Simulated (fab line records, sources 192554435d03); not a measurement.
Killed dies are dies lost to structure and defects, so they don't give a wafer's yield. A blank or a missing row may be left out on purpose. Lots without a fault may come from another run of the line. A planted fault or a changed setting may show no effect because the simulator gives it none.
Chamber matching | flow n5_finfet | N5_BEOL_M6_ILD_DEP_00 on pecvd-04: 3 sister chambers
The step deposits SiCOH lowk from DEMS/porogen, target thk 179.75 nm, time 33.4 s. 20 wafers are shown with their chamber, then 10 later ones without.

WAFERS WITH THEIR CHAMBER
wafer  | chamber | throttle_valve_pct (%) | heater_power_w (W) | showerhead_plenum_p_Torr (Torr)
L074.3 | 0       | 13.7                   | 277                | 5.725
L074.4 | 1       | 13.8                   | 244                | 5.733
L074.5 | 2       | 13.4                   | 285                | 5.730
L079.4 | 0       | 13.8                   | 299                | 5.742
L079.5 | 2       | 13.6                   | 280                | 5.706
L079.6 | 1       | 13.9                   | 222                | 5.731
L080.2 | 2       | 13.3                   | 276                | 5.736
L080.5 | 2       | 13.3                   | 280                | 5.730
L080.6 | 0       | 13.7                   | 300                | 5.727
L085.3 | 1       | 14.0                   | 285                | 5.736
L085.4 | 0       | 13.6                   | 332                | 5.723
L085.5 | 2       | 13.3                   | 279                | 5.731
L088.1 | 2       | 13.4                   | 277                | 5.728
L088.2 | 0       | 14.0                   | 319                | 5.729
L088.3 | 1       | 14.1                   | 283                | 5.738
L090.2 | 2       | 13.5                   | 278                | 5.736
L090.3 | 0       | 13.8                   | 270                | 5.742
L090.6 | 1       | 14.3                   | 238                | 5.752
L092.1 | 0       | 13.6                   | 319                | 5.744
L092.3 | 1       | 13.7                   | 291                | 5.744

SIGNATURES (means of the wafers above)
reading                  | chamber 0 | chamber 1 | chamber 2 | scatter within a chamber
throttle_valve_pct       | 13.743    | 13.967    | 13.400    | 0.159
heater_power_w           | 302.29    | 260.50    | 279.29    | 21
showerhead_plenum_p_Torr | 5.73314   | 5.73900   | 5.72814   | 0.00918
Rule: a wafer's distance from a chamber is the root of the sum, over the readings, of the square of ((its reading less the chamber's mean) divided by the reading's scatter). The wafer belongs to the nearest chamber; if the next one is less than 2 further off, it can't be placed. The scatter: the root of (the sum of the squares of (reading less its chamber's mean) over the shown wafers, divided by (wafers less chambers)).

WAFERS WITHOUT THEIR CHAMBER
wafer  | throttle_valve_pct (%) | heater_power_w (W) | showerhead_plenum_p_Torr (Torr)
L092.6 | 14.3                   | 230                | 5.743
L093.1 | 13.6                   | 251                | 5.729
L093.3 | 14.0                   | 232                | 5.743
L093.6 | 13.4                   | 263                | 5.730
L095.1 | 14.1                   | 264                | 5.724
L095.2 | 13.8                   | 281                | 5.717
L095.5 | 13.4                   | 272                | 5.721
L097.1 | 13.9                   | 323                | 5.725
L097.2 | 14.0                   | 299                | 5.729
L097.5 | 13.7                   | 324                | 5.711

WHICH CHAMBER EACH WENT THROUGH
wafer  | from the rows above          | in truth
L092.6 | 1                            | 1
L093.1 | can't be placed: 2 or 1 or 0 | 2
L093.3 | 1                            | 1
L093.6 | 2                            | 2
L095.1 | can't be placed: 1 or 0      | 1
L095.2 | can't be placed: 0 or 1 or 2 | 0
L095.5 | 2                            | 2
L097.1 | can't be placed: 0 or 1      | 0
L097.2 | can't be placed: 0 or 1      | 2
L097.5 | can't be placed: 0 or 2 or 1 | 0
Placed correctly: 4 of 10. Can't be placed from these rows: 6 (the true chamber is among the candidates in 5). Placed wrongly: 0.
